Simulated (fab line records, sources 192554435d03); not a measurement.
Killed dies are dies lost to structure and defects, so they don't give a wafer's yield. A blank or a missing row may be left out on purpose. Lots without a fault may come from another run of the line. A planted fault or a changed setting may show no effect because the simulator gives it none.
One fault seen from 3 desks | flow n5_finfet | each desk has only its own numbers; what lay behind them comes last

THE DEFECT DESK
What the inspections along the route counted, lot by lot: means of the sampled wafers that have a number. A lot is out of limits, marked OUT, if its mean lies more than 4 standard deviations from the usual mean; the brackets give that distance.
Columns: A = raw_defect_count at N5_WELL_APT_INSPECT_10, usual 2.0
lot  | first seen here | A
L882 | day 2 01:44     | 4.0
L884 | day 2 13:44     | 2.0
L891 | day 4 07:52     | 1.7
L893 | day 4 19:53     | 0.7
L894 | day 5 01:56     | 2.5
L895 | day 5 07:53     | 5.0
L897 | day 5 19:57     | 2.0
This desk's finding: nothing out of limits on any of the 7 lots.

THE TOOL OWNER'S DESK: litho_track-04
The tool's own readings at N5_WELL_APT_DEVELOP_24 (develop time 45 s): means of the sampled wafers that have a number, for each lot that ran on this tool. A lot is out of limits, marked OUT, if its mean lies more than 4 standard deviations from the usual mean; the brackets give that distance.
Columns: A = developer_temp_C at N5_WELL_APT_DEVELOP_24, usual 20.99 C
lot  | first seen here | A
L884 | day 2 14:51     | 21.13
L891 | day 4 08:49     | 21.13
L894 | day 5 02:55     | 20.82
L895 | day 5 08:58     | 21.03
L897 | day 5 20:54     | 20.90
This desk's finding: nothing out of limits on any of the 5 lots.

THE METROLOGY DESK
What the gauges read, lot by lot, whatever tool the lot ran on: means of the sampled wafers that have a number. A lot is out of limits, marked OUT, if its mean lies more than 4 standard deviations from the usual mean; the brackets give that distance. Of its 11 readings 7 are shown: those that lie furthest out on some lot.
Columns: A = NWELL_OVL at N5_WELL_APT_OVL_MEAS_09, usual 2 nm; B = DIBL_N at N5_BEOL_M4_RC_MEAS_101, usual 36.3 mV/V; C = DIBL_P at N5_BEOL_M4_RC_MEAS_101, usual 36.3 mV/V; D = IOFF_P at N5_BEOL_M4_RC_MEAS_101, usual 0.211 nA/um; E = ION_P at N5_BEOL_M4_RC_MEAS_101, usual 462 uA/um; F = SS_N at N5_BEOL_M4_RC_MEAS_101, usual 71.5 mV/dec; G = VT_P at N5_BEOL_M4_RC_MEAS_101, usual -249.8 mV
lot  | first seen here | A  | B    | C    | D     | E   | F    | G
L882 | day 2 01:43     | 4  | 35.9 | 36.5 | 0.185 | 458 | 71.6 | -252.5
L884 | day 2 13:43     | 17 | 36.8 | 36.8 | 0.251 | 467 | 71.6 | -247.6
L891 | day 4 07:50     | -4 | 37.0 | 37.2 | 0.193 | 454 | 71.7 | -252.6
L893 | day 4 19:52     | -3 | 37.3 | 37.1 | 0.244 | 461 | 72.8 | -246.8
L894 | day 5 01:54     | 5  | 34.8 | 34.2 | 0.217 | 466 | 71.2 | -245.4
L895 | day 5 07:52     | 0  | 36.0 | 36.2 | 0.214 | 462 | 71.5 | -247.9
L897 | day 5 19:55     | -2 | 36.0 | 35.5 | 0.207 | 465 | 71.6 | -249.3
This desk's finding: nothing out of limits on any of the 7 lots.

PUT TOGETHER
The defect desk saw nothing out of limits.
The tool owner's desk saw nothing out of limits.
The metrology desk saw nothing out of limits.

WHAT THE SIMULATOR HAD PUT IN
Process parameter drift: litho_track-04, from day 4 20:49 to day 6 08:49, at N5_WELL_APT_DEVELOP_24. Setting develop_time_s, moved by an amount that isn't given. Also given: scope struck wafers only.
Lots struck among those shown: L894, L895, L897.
